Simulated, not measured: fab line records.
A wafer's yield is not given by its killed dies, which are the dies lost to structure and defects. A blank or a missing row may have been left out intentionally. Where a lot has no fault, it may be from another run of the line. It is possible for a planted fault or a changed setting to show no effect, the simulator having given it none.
Comparing a struck lot with a sound one :: flow n5 finfet :: 17 steps out of a route of 1938
Sound: these wafers, L402.1, L402.4, L402.5. Struck: wafer L407.3. (L407.6 of the same lot was not struck and is left out.) The cause comes at the end.
Each step with rows lists, per side, the tool, then ch with its chambers, then its first start. Under that, the readings that differ: sound wafers :: struck wafers :: difference of the means :: sigmas: that difference in standard deviations of wafers without a fault.
alike: readings with means less than 2 such deviations apart, plus words and numbers identical on both sides. not compared: withheld readings, readings lacking a value on some wafer, bounds such as >300 that could conceal the same value, and numbers that have no deviation in the record and whose values overlap.
A row with sigmas, a row that says differs or no value, or rows on one side alone: a step with any of these is where the two part. Numbers that have no deviation but don't overlap get no sigmas and don't part them. Lack of a reading on every wafer of one side parts them only where that side has two or more wafers.

N5_SD_EPI_N_INSPECT_26: inspects for defects (darkfield).
  sound on defect inspect-01 at day 4 05:25; struck on defect inspect-02 at day 5 14:57
  alike: raw defect count
then, 8 steps without rows for these wafers: N5_SD_EPI_P_COAT_34 (time 60 s, resist thk 350 nm); N5_SD_EPI_P_COAT_35 (time 60 s, resist thk 35 nm); N5_SD_EPI_P_COAT_03 (resist thk 150 nm); N5_SD_EPI_P_EBR_05; N5_SD_EPI_P_SOFTBAKE_04 (time 60 s); N5_SD_EPI_P_EXPOSE_06 (exposes mask SD P BLK, target cd 240 nm); N5_SD_EPI_P_PEB_07 (peb time 60 s); N5_SD_EPI_P_DEVELOP_08 (develop time 30 s).
N5_SD_EPI_P_CD_MEAS_09 targets a cd of 240 nm.
  sound on cd sem-02 ch 0, day 4 05:42; struck on cd sem-01 ch 0, day 5 15:21
  alike: cd nm
N5_SD_EPI_P_OVL_MEAS_10:
  sound on overlay-02 ch 0, day 4 05:44; struck on overlay-02 ch 0, day 5 15:23
  alike: SD_P_BLK_OVL
N5_SD_EPI_P_INSPECT_11: inspects for defects (macro).
  sound on defect inspect-01 at day 4 05:45; struck on defect inspect-01 at day 5 15:24
  alike: raw defect count
N5_SD_EPI_P_DESCUM_14: chemistry O2, time 7.9 s.
  sound on rie diel-06 ch 0,2,3, day 4 05:47; struck on rie diel-06 ch 0, day 5 15:33
reading: model.CAR-ArF-block_of_SD_EPI_P_COAT_03.thk nm (nm)
sound: 143.4 143 143.6
struck: 144
difference: +1
sigmas: 
  alike: drypump motor current A, oes product au, rf vpp V, showerhead plenum p Torr, throttle valve pct
  not compared: rf hours counter h
N5_SD_EPI_P_ETCH_36: etches SiARC in CF4, target depth 45.5 nm, time 75.8 s.
  sound on rie diel-06 ch 0,2,3, day 4 05:49; struck on rie diel-06 ch 0, day 5 15:35
reading: model.CAR-ArF-block_of_SD_EPI_P_COAT_03.thk nm (nm)
sound: 111 110.6 111.2
struck: 111.4
difference: +0.5
sigmas: 
  alike: bias w, drypump motor current A, etch rf on time s, oes product au, rf vpp V, showerhead plenum p Torr, throttle valve pct
  not compared: rf hours counter h
N5_SD_EPI_P_ETCH_37: etches SOC in N2/H2, overetch 108 nm, time 486 s.
  sound on rie diel-06 ch 0,2,3, day 4 05:52; struck on rie diel-06 ch 0, day 5 15:38
  alike: bias w, drypump motor current A, oes product au, rf vpp V, showerhead plenum p Torr, throttle valve pct
  not compared: rf hours counter h
-- record jumps: 6 days separate the struck wafers' starts on either side; left off in module SD_EPI_P, taken up again in module BEOL_M4, whose first shown step is the route's number 1111 --
N5_BEOL_M4_RC_MEAS_101:
  sound on prober-01 ch 0, day 11 12:36; struck on prober-01 ch 0, day 11 18:34
reading: ION_N (uA/um)
sound: 670 673 680
struck: 656
difference: -18
sigmas: -2

reading: SS_N (mV/dec)
sound: 70.6 70.4 70.6
struck: 71.9
difference: +1.4
sigmas: +2

reading: VT_N (mV)
sound: 251.3 248.7 252.4
struck: 256.9
difference: +6.1
sigmas: +3
  alike: DIBL_N, DIBL_P, IOFF_N, IOFF_P, ION_P, SS_P, VT_P
-- record jumps: 5 days separate the struck wafers' starts on either side; left off in module BEOL_M4, taken up again in module PASSIVATION, whose first shown step is the route's number 1936 --
N5_PASSIVATION_PROBE_49:
  sound on prober-02 at day 15 21:46; struck on prober-01 at day 16 13:53
reading: killed_at_M0_to_M3
sound: 51 49 51
struck: 23
difference: -27
sigmas: -2

reading: killed at contacts
sound: 3 11 10
struck: 26
difference: +18
sigmas: +3
  alike: defect limited yield, killed_at_M4_up, killed at front end, killed at other, killed dies, killed open, killed short, sort_bin_5_function, sort_bin_6_memory, sort n pass, sort yield pct

WHERE THEY PART
At N5_BEOL_M4_RC_MEAS_101 first; at N5_PASSIVATION_PROBE_49 last (within this record only).

WHY: whatever the simulator had introduced
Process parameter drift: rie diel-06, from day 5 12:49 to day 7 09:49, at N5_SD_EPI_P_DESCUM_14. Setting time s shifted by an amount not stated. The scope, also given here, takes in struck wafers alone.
